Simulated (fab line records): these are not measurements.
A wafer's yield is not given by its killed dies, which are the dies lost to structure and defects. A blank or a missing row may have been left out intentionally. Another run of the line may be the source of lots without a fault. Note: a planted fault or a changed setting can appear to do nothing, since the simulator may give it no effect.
Chamber matching	flow nand harc	NHARC_A_BLC_STRIP_21 on rie diel-01: 4 sister chambers
The step strips in O2. 8 wafers are shown with their chamber, then 8 later ones without.

## WAFERS PAIRED WITH THEIR CHAMBERS
wafer	chamber	drypump motor current A (A)	oes product au (a.u.)
L081.5	2	5.7	0.985
L081.6	3	5.8	1.001
L085.3	3	5.8	1.005
L085.4	2	5.7	0.989
L087.1	1	5.2	0.980
L087.3	0	4.8	0.997
L087.5	1	5.2	0.985
L089.1	0	4.9	0.987

## WAFERS WHOSE CHAMBER IS MISSING
wafer	drypump motor current A (A)	oes product au (a.u.)
L089.2	5.2	0.998
L089.5	5.2	0.988
L094.1	5.2	1.015
L094.4	4.9	0.991
L094.6	5.7	0.977
L097.1	5.7	0.989
L097.2	5.2	1.012
L097.6	5.2	1.003

## CHAMBER TAKEN BY EACH
wafer	from the rows above	in truth
L089.2	1	1
L089.5	1	1
L094.1	1	1
L094.4	0	0
L094.6	2	2
L097.1	2	2
L097.2	1	1
L097.6	1	1
Correctly placed: 8 of 8. Left unplaced by these rows: 0. Wrongly placed: 0.
How it was worked out, from the rows above alone: a wafer's distance from a chamber is the root of the sum, over the readings, of the square of ((its reading less the chamber's mean) divided by the reading's scatter). If the next closest chamber is less than 2 further off than the closest, the wafer can't be placed; otherwise it belongs to the closest. Each chamber's mean is taken over the wafers shown for it. The scatter: take each reading less its chamber's mean, square it, sum over the shown wafers, divide by the number of wafers less the number of chambers, and take the root.
